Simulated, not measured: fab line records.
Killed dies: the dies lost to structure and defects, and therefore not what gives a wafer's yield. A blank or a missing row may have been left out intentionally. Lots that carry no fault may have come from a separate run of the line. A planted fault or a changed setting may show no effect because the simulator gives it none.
The tool behind it: which one? :: flow nandHarc :: 12 lots, 36 wafers sampled, at 6 steps of a route of 1159

## WHAT THE GAUGES READ, wafer by wafer
NHARC_P_M0_OVL_MEAS_10: pitch 180 nm.
lot: L846
measured: day 6 05:16
on: overlay-02
overlayXNm (nm): 0.5 0.6 0.9
overlayYNm (nm): -0.1 0.2 -0.2

lot: L847
measured: day 6 05:46
on: overlay-01
overlayXNm (nm): 0.2 -0.2 -0.6
overlayYNm (nm): -0.5 -0.9 -1.3

lot: L851
measured: day 6 20:17
on: overlay-01
overlayXNm (nm): -0.5 -0.5 -0.3
overlayYNm (nm): -0.4 0.2 -0.2

lot: L855
measured: day 8 03:16
on: overlay-02
overlayXNm (nm): 0.2 0.5 0.4
overlayYNm (nm): -0.3 -0.9 -0.1

lot: L857
measured: day 8 09:35
on: overlay-02
overlayXNm (nm): -0.5 -0.6 -0.8
overlayYNm (nm): 0.0 -0.2 -0.3

lot: L860
measured: day 9 02:16
on: overlay-02
overlayXNm (nm): -0.7 -1.0 -0.3
overlayYNm (nm): 1.3 0.9 1.2

lot: L859
measured: day 9 03:56
on: overlay-01
overlayXNm (nm): 2.0 2.1 2.1
overlayYNm (nm): -1.2 -1.7 -1.5

lot: L863
measured: day 10 04:13
on: overlay-01
overlayXNm (nm): -0.6 -0.9 -0.3
overlayYNm (nm): -0.3 0.3 -0.5

lot: L866
measured: day 10 16:09
on: overlay-02
overlayXNm (nm): 0.8 1.0 1.0
overlayYNm (nm): 0.3 -0.5 0.1

lot: L867
measured: day 11 05:40
on: overlay-02
overlayXNm (nm): 0.8 1.4 1.5
overlayYNm (nm): -0.9 -0.2 -0.8

lot: L868
measured: day 11 07:34
on: overlay-01
overlayXNm (nm): 0.4 0.5 0.6
overlayYNm (nm): -0.5 -1.7 -0.7

lot: L869
measured: day 11 07:55
on: overlay-01
overlayXNm (nm): 0.8 -0.1 0.3
overlayYNm (nm): -0.5 -0.2 0.0

NHARC_END_SORT_01.
lot: L855
measured: day 21 22:28
on: prober-01
defectLimitedYield (%): 0.4 0.3 0.9
killedAtArray: 29 41 38
killedAtOther: 0 0 1
killedAtPeriphery: 645 634 632
killedDies: 674 675 671
killedOpen: 8 4 3
killedShort: 0 0 0
sort_bin_2_pct (%): 95.9 95.9 95.3
sort_bin_3_pct (%): 0.30 0.44 0.15
sort_bin_4_pct (%): 3.4 3.4 3.7
sortNPass: 3 2 6
sortRimYieldPct (%): 1.9 0.9 0.9
sortYieldPct (%): 0.4 0.3 0.9

lot: L857
measured: day 22 06:13
on: prober-01
defectLimitedYield (%): 0.3 0.4 0.4
killedAtArray: 27 30 31
killedAtOther: 1 0 0
killedAtPeriphery: 647 644 643
killedDies: 675 674 674
killedOpen: 6 2 5
killedShort: 3 7 1
sort_bin_2_pct (%): 96.8 96.3 95.9
sort_bin_3_pct (%): 0.15 0.15 0.44
sort_bin_4_pct (%): 2.8 3.1 3.2
sortNPass: 2 3 3
sortRimYieldPct (%): 0.9 0 0
sortYieldPct (%): 0.3 0.4 0.4

lot: L859
measured: day 22 14:04
on: prober-01
defectLimitedYield (%): 94.2 92.9 93.8
killedAtArray: 37 39 36
killedAtOther: 0 0 0
killedAtPeriphery: 2 9 6
killedDies: 39 48 42
killedOpen: 2 3 2
killedShort: 5 3 3
sort_bin_2_pct (%): 1.9 2.1 1.5
sort_bin_3_pct (%): 0.30 0.15 0.59
sort_bin_4_pct (%): 3.5 4.9 4.1
sortNPass: 638 629 635
sortRimYieldPct (%): 95.3 96.2 95.3
sortYieldPct (%): 94.2 92.9 93.8

## TOOL THAT RAN EACH LOT (tool first, then ch and the chambers of the sampled wafers, then the start)
lot: L846
NHARC_P_CONTACT_ALD_22: aldMetal-02 ch 0,1,3, day 5 18:26
NHARC_P_M0_ECD_22: ecdCu-01 ch 0,1, day 6 06:40
NHARC_P_M0_CMP_23: cmp-01 ch 0,1,2, day 6 07:26
NHARC_P_M0_PRE_CLEAN_31: pecvd-02 ch 1,2, day 6 07:56

lot: L847
NHARC_P_CONTACT_ALD_22: aldMetal-01 ch 0,2,3, day 5 19:29
NHARC_P_M0_ECD_22: ecdCu-01 ch 0,1, day 6 07:08
NHARC_P_M0_CMP_23: cmp-04 ch 0,2,3, day 6 08:02
NHARC_P_M0_PRE_CLEAN_31: pecvd-03 ch 0,1, day 6 08:33

lot: L851
NHARC_P_CONTACT_ALD_22: aldMetal-03 ch 0,1,2, day 6 15:13
NHARC_P_M0_ECD_22: ecdCu-01 ch 0, day 6 22:00
NHARC_P_M0_CMP_23: cmp-03 ch 1,2, day 6 22:41
NHARC_P_M0_PRE_CLEAN_31: pecvd-03 ch 1,2, day 6 23:19

lot: L855
NHARC_P_CONTACT_ALD_22: aldMetal-02 ch 0,1,2, day 7 20:18
NHARC_P_M0_ECD_22: ecdCu-02 ch 0,1, day 8 04:39
NHARC_P_M0_CMP_23: cmp-03 ch 0,1,2, day 8 05:23
NHARC_P_M0_PRE_CLEAN_31: pecvd-02 ch 0,1,2, day 8 05:56

lot: L857
NHARC_P_CONTACT_ALD_22: aldMetal-01 ch 1,2,3, day 8 07:23
NHARC_P_M0_ECD_22: ecdCu-02 ch 0,1, day 8 10:57
NHARC_P_M0_CMP_23: cmp-03 ch 0,2,3, day 8 11:43
NHARC_P_M0_PRE_CLEAN_31: pecvd-04 ch 1,2, day 8 12:14

lot: L860
NHARC_P_CONTACT_ALD_22: aldMetal-03 ch 0,1,3, day 8 23:59
NHARC_P_M0_ECD_22: ecdCu-01 ch 0,1, day 9 03:43
NHARC_P_M0_CMP_23: cmp-03 ch 2,3, day 9 04:25
NHARC_P_M0_PRE_CLEAN_31: pecvd-02 ch 1,2, day 9 04:55

lot: L859
NHARC_P_CONTACT_ALD_22: aldMetal-01 ch 0,1,2, day 9 01:52
NHARC_P_M0_ECD_22: ecdCu-01 ch 0,1, day 9 05:22
NHARC_P_M0_CMP_23: cmp-04 ch 2,3, day 9 06:04
NHARC_P_M0_PRE_CLEAN_31: pecvd-03 ch 0,2, day 9 06:42

lot: L863
NHARC_P_CONTACT_ALD_22: aldMetal-01 ch 1,2, day 10 00:05
NHARC_P_M0_ECD_22: ecdCu-01 ch 0,1, day 10 05:43
NHARC_P_M0_CMP_23: cmp-01 ch 0,2,3, day 10 06:25
NHARC_P_M0_PRE_CLEAN_31: pecvd-02 ch 0,1,2, day 10 06:56

lot: L866
NHARC_P_CONTACT_ALD_22: aldMetal-02 ch 0,2,3, day 10 14:00
NHARC_P_M0_ECD_22: ecdCu-01 ch 0,1, day 10 17:33
NHARC_P_M0_CMP_23: cmp-04 ch 0,2,3, day 10 18:16
NHARC_P_M0_PRE_CLEAN_31: pecvd-03 ch 0,2, day 10 18:53

lot: L867
NHARC_P_CONTACT_ALD_22: aldMetal-02 ch 0,1,2, day 10 20:57
NHARC_P_M0_ECD_22: ecdCu-02 ch 0,1, day 11 07:08
NHARC_P_M0_CMP_23: cmp-01 ch 0,1,2, day 11 07:49
NHARC_P_M0_PRE_CLEAN_31: pecvd-03 ch 0,1,2, day 11 08:22

lot: L868
NHARC_P_CONTACT_ALD_22: aldMetal-03 ch 1,2,3, day 11 05:19
NHARC_P_M0_ECD_22: ecdCu-02 ch 0,1, day 11 08:56
NHARC_P_M0_CMP_23: cmp-03 ch 0,1,2, day 11 09:40
NHARC_P_M0_PRE_CLEAN_31: pecvd-02 ch 0,1,2, day 11 10:13

lot: L869
NHARC_P_CONTACT_ALD_22: aldMetal-02 ch 0,1,2, day 11 05:41
NHARC_P_M0_ECD_22: ecdCu-01 ch 0,1, day 11 09:23
NHARC_P_M0_CMP_23: cmp-04 ch 0,1,3, day 11 10:07
NHARC_P_M0_PRE_CLEAN_31: pecvd-04 ch 0,2, day 11 10:40
- NHARC_P_CONTACT_ALD_22: deposits TiN, target thk 3 nm, pulse time 1 s, ald cycles 150.
- NHARC_P_M0_ECD_22: material Cu, target thk 400 nm.
- NHARC_P_M0_CMP_23: polishes, t overpolish 20 s, target thk 117.53 nm.
- NHARC_P_M0_PRE_CLEAN_31: time 12 s.

## WHAT THE TOOLS THEMSELVES READ (means of the sampled wafers that have a number; where no wafer has one, the mark that the record gives instead)
NHARC_P_CONTACT_ALD_22.
lot: L846
tool: aldMetal-02
heaterPowerW (W): 1144
precursorPulseHeightRel: 0.992

lot: L847
tool: aldMetal-01
heaterPowerW (W): 1008
precursorPulseHeightRel: 0.984

lot: L851
tool: aldMetal-03
heaterPowerW (W): 1159
precursorPulseHeightRel: 0.998

lot: L855
tool: aldMetal-02
heaterPowerW (W): 1176
precursorPulseHeightRel: 1.017

lot: L857
tool: aldMetal-01
heaterPowerW (W): 1029
precursorPulseHeightRel: 1.016

lot: L860
tool: aldMetal-03
heaterPowerW (W): 1128
precursorPulseHeightRel: 1.007

lot: L859
tool: aldMetal-01
heaterPowerW (W): 1012
precursorPulseHeightRel: 0.990

lot: L863
tool: aldMetal-01
heaterPowerW (W): 1079
precursorPulseHeightRel: 0.988

lot: L866
tool: aldMetal-02
heaterPowerW (W): 1169
precursorPulseHeightRel: 1.003

lot: L867
tool: aldMetal-02
heaterPowerW (W): 1175
precursorPulseHeightRel: 1.018

lot: L868
tool: aldMetal-03
heaterPowerW (W): 1121
precursorPulseHeightRel: 1.011

lot: L869
tool: aldMetal-02
heaterPowerW (W): 1184
precursorPulseHeightRel: 0.998

NHARC_P_M0_CMP_23.
lot: L846
tool: cmp-01
edgeZonePressureFrac: 1.003
motorCurrentA (A): 12.4
padLifeWafers: 194
timeToEndpointS (s): 26.7

lot: L847
tool: cmp-04
edgeZonePressureFrac: 1.000
motorCurrentA (A): 12.4
padLifeWafers: 122
timeToEndpointS (s): 26.9

lot: L851
tool: cmp-03
edgeZonePressureFrac: 0.996
motorCurrentA (A): 12.0
padLifeWafers: 420
timeToEndpointS (s): 26.4

lot: L855
tool: cmp-03
edgeZonePressureFrac: 1.000
motorCurrentA (A): 11.7
padLifeWafers: 61
timeToEndpointS (s): 7.9

lot: L857
tool: cmp-03
edgeZonePressureFrac: 1.004
motorCurrentA (A): 12.4
padLifeWafers: 92
timeToEndpointS (s): 9.6

lot: L860
tool: cmp-03
edgeZonePressureFrac: 1.002
motorCurrentA (A): 12.6
padLifeWafers: 230
timeToEndpointS (s): 29.1

lot: L859
tool: cmp-04
edgeZonePressureFrac: 0.991
motorCurrentA (A): 12.4
padLifeWafers: 510
timeToEndpointS (s): 28.9

lot: L863
tool: cmp-01
edgeZonePressureFrac: 0.997
motorCurrentA (A): 11.7
padLifeWafers: 224
timeToEndpointS (s): 30.3

lot: L866
tool: cmp-04
edgeZonePressureFrac: 1.003
motorCurrentA (A): 12.8
padLifeWafers: 224
timeToEndpointS (s): 26.2

lot: L867
tool: cmp-01
edgeZonePressureFrac: 1.002
motorCurrentA (A): 12.3
padLifeWafers: 398
timeToEndpointS (s): 25.6

lot: L868
tool: cmp-03
edgeZonePressureFrac: 1.004
motorCurrentA (A): 12.2
padLifeWafers: 511
timeToEndpointS (s): 27.1

lot: L869
tool: cmp-04
edgeZonePressureFrac: 1.004
motorCurrentA (A): 13.0
padLifeWafers: 302
timeToEndpointS (s): 28.8

NHARC_P_M0_PRE_CLEAN_31.
lot: L846
tool: pecvd-02
heaterPowerW (W): 561

lot: L847
tool: pecvd-03
heaterPowerW (W): 621

lot: L851
tool: pecvd-03
heaterPowerW (W): 649

lot: L855
tool: pecvd-02
heaterPowerW (W): 656

lot: L857
tool: pecvd-04
heaterPowerW (W): 692

lot: L860
tool: pecvd-02
heaterPowerW (W): 625

lot: L859
tool: pecvd-03
heaterPowerW (W): 611

lot: L863
tool: pecvd-02
heaterPowerW (W): 688

lot: L866
tool: pecvd-03
heaterPowerW (W): 611

lot: L867
tool: pecvd-03
heaterPowerW (W): 630

lot: L868
tool: pecvd-02
heaterPowerW (W): 633

lot: L869
tool: pecvd-04
heaterPowerW (W): 705

## THE ANSWER, worked out from the rows above alone
Rule: what is usual is taken from the lots themselves. The widest of any qualifying gaps counts: lots, ordered by their means at a reading, are off when they make up no more than a third of the lots, leave a main group of 4 or more, and stand apart from it by 3 or more times the standard deviation of that group's means. If all means in a main group match to the digits the tables above print for the reading, that group is not used. Also off: a lot with no number at a reading for which 4 or more lots have one. The other lots that the step has rows for count as sound. Order of review: gauges by route order, followed by the tools' own readings, for which a lot's mean as printed above is used. The first step at which some lot is off is used, and at that step the reading that is off furthest; a lot without a number counts as furthest.
Off: L855, L857, at NHARC_P_M0_CMP_23 (timeToEndpointS). For the main group the mean is 27.6 s and the standard deviation 1.5.
A tool fits if, at that step or a process step before it, it ran every lot that is off, and no sound lot after the first of them. None of those tried fits.

## WHAT HAD BEEN PUT IN BY THE SIMULATOR
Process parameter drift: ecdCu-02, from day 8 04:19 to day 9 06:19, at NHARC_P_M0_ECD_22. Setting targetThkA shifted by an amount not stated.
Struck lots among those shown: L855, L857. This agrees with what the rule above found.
